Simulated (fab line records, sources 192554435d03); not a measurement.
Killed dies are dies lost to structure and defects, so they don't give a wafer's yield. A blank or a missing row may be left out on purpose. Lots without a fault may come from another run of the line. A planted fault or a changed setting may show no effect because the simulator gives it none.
A struck lot beside a sound one | flow n5_finfet | 13 steps out of a route of 1938
Sound: wafers L450.1, L450.3, L450.5. Struck: wafer L447.4. (L447.5, L447.6 of the same lot were not struck and are left out.) The cause comes at the end.
At each step with rows: each side's tool, then ch and its chambers, then its first start. Under that, the readings that differ: sound wafers | struck wafers | difference of the means | sigmas: that difference in standard deviations of wafers without a fault.
alike: readings whose means differ by less than 2 such deviations, and words and numbers that are the same on both sides. not compared: withheld readings, readings that some wafer has no value for, bounds like >300 that may hide the same value, and numbers for which the record gives no deviation and whose values overlap.
The two part at a step that has a row with sigmas, a row that says differs or no value, or rows on one side only. Numbers that don't overlap but have no deviation are shown without sigmas and don't part them. A reading that every wafer of one side lacks parts them only if that side has two wafers or more.

first, 9 steps without rows for these wafers: N5_BEOL_M2_DEVELOP_27 (develop time 30 s); N5_BEOL_M2_DESCUM_33 (chemistry O2, time 7 s); N5_BEOL_M2_ETCH_77 (etches underlayer in N2/H2, target depth 6.5 nm, time 5.2 s); N5_BEOL_M2_ETCH_69 (etches SiARC in CF4, target depth 15.6 nm, time 26 s); N5_BEOL_M2_ALD_98 (deposits SiO2, target thk 2.5 nm, pulse time 1 s, co reactant pulse time 1 s); N5_BEOL_M2_ETCHBACK_99 (etches SiO2 in CHF3, target depth 5 nm, time 10.4 s); N5_BEOL_M2_ETCH_70 (etches SOC in N2/H2, target depth 80 nm, overetch 24 nm, time 130 s); N5_BEOL_M2_STRIP_71 (strips in N2/H2); N5_BEOL_M2_STRIP_78 (strips in N2/H2).
N5_BEOL_M2_VIA_ETCH_34: etches the open film in C4F6/O2, target depth 69.4 nm, time 65.9 s.
  sound on rie_diel-06 ch 0,2,3, day 10 11:25; struck on rie_diel-04 ch 3, day 10 04:05
  reading                                  | sound            | struck | difference | sigmas
  run_length_s (s)                         | 89.2 89.6 88.7   | 81.3   | -7.9       | -16
  model.etch.depth_nm (nm)                 | 71.4 72.24 67.91 | 63.55  | -6.97      |
  model.SOC_of_BEOL_M2_COAT_67.thk_nm (nm) | 51.8 51.8 52.2   | 52.6   | +0.7       |
  alike: chamber_pressure_mTorr, drypump_motor_current_A, oes_product_au, rf_vpp_V, showerhead_plenum_p_Torr, throttle_valve_pct
  not compared: rf_hours_counter_h
then, 1 step without rows for these wafers: N5_BEOL_M2_STRIP_83 (strips in C4F6/O2).
N5_BEOL_M4_RC_MEAS_101:
  sound on prober-02 ch 0, day 11 13:23; struck on prober-02 ch 0, day 11 07:40
  reading       | sound          | struck | difference | sigmas
  SS_N (mV/dec) | 71.9 71.2 71.4 | 73.3   | +1.8       | +2
  alike: DIBL_N, DIBL_P, IOFF_N, IOFF_P, ION_N, ION_P, SS_P, VT_N, VT_P
-- the record jumps here: 4 days lie between the struck wafers' starts before and after (it left off in module BEOL_M4 and takes up again in module PASSIVATION, whose first step shown is number 1936 of the route) --
N5_PASSIVATION_PROBE_49:
  sound on prober-01, day 16 10:10; struck on prober-02, day 15 12:04
  alike: defect_limited_yield, killed_at_M0_to_M3, killed_at_M4_up, killed_at_contacts, killed_at_front_end, killed_at_other, killed_dies, killed_open, killed_short, sort_bin_5_function, sort_bin_6_memory, sort_n_pass, sort_yield_pct

WHERE THEY PART
First at N5_BEOL_M2_VIA_ETCH_34; last, within this record, at N5_BEOL_M4_RC_MEAS_101. Later steps at which nothing parts them and some readings are alike: N5_PASSIVATION_PROBE_49.

WHY: what the simulator had put in
Process parameter drift: rie_diel-04, from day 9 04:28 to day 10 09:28, at N5_BEOL_M2_VIA_ETCH_34. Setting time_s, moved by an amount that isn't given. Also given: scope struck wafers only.
